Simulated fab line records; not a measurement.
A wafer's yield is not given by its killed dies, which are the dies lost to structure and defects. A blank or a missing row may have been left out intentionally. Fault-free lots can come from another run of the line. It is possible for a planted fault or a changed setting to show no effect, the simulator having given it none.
Matching of chambers | flow nand-harc | 3 sister chambers for NHARC_A_ONON_D1_DEP_33 on pecvd-03
The step deposits SiO2, target thk 200 nm. 14 wafers are shown with their chamber, then 7 later ones without.

== WAFERS PAIRED WITH THEIR CHAMBERS ==
wafer  | chamber | heater-power-w (W) | throttle-valve-pct (%) | flow-sccm (sccm)
L743.1 | 2       | 643                | 16.2                   | 2637
L743.3 | 0       | 552                | 16.9                   | 2651
L743.6 | 2       | 644                | 16.2                   | 2647
L745.4 | 0       | 596                | 16.7                   | 2647
L745.5 | 2       | 525                | 16.4                   | 2657
L745.6 | 1       | 414                | 16.2                   | 2660
L746.1 | 1       | 401                | 16.5                   | 2662
L746.2 | 2       | 607                | 16.3                   | 2658
L746.6 | 2       | 599                | 16.3                   | 2666
L748.2 | 1       | 401                | 16.6                   | 2633
L748.3 | 2       | 527                | 16.4                   | 2662
L748.5 | 2       | 540                | 16.3                   | 2660
L753.1 | 1       | 414                | 16.3                   | 2659
L753.3 | 2       | 510                | 16.3                   | 2645

SIGNATURES (averages over the wafers above)
reading            | chamber 0 | chamber 1 | chamber 2 | scatter within a chamber
heater-power-w     | 574.00    | 407.50    | 574.38    | 45.1
throttle-valve-pct | 16.800    | 16.400    | 16.300    | 0.121
flow-sccm          | 2649.00   | 2653.50   | 2654.00   | 10.7
Rule: distance of a wafer from a chamber = root of the sum over the readings of ((wafer's reading minus chamber's mean) / reading's scatter) squared. The wafer belongs to the nearest chamber; if the next one is less than 2 further off, it can't be placed. How the scatter is found: for the shown wafers, subtract from each reading the mean of its chamber, square and add these, divide the total by (wafers less chambers), then take the root.

== WAFERS WITH NO CHAMBER GIVEN ==
wafer  | heater-power-w (W) | throttle-valve-pct (%) | flow-sccm (sccm)
L753.4 | 607                | 16.9                   | 2654
L754.2 | 631                | 16.9                   | 2658
L754.5 | 419                | 16.7                   | 2643
L754.6 | 503                | 16.8                   | 2647
L755.1 | 403                | 16.6                   | 2654
L755.2 | 495                | 16.6                   | 2648
L755.6 | 412                | 16.4                   | 2658

== CHAMBER TAKEN BY EACH ==
wafer  | from the rows above          | in truth
L753.4 | 0                            | 0
L754.2 | 0                            | 0
L754.5 | can't be placed: 1 or 0      | 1
L754.6 | 0                            | 0
L755.1 | 1                            | 1
L755.2 | can't be placed: 0 or 1 or 2 | 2
L755.6 | 1                            | 1
Correctly placed: 5 of 7. Can't be placed from these rows: 2 (the true chamber is among the candidates in 2). Wrongly placed: 0.
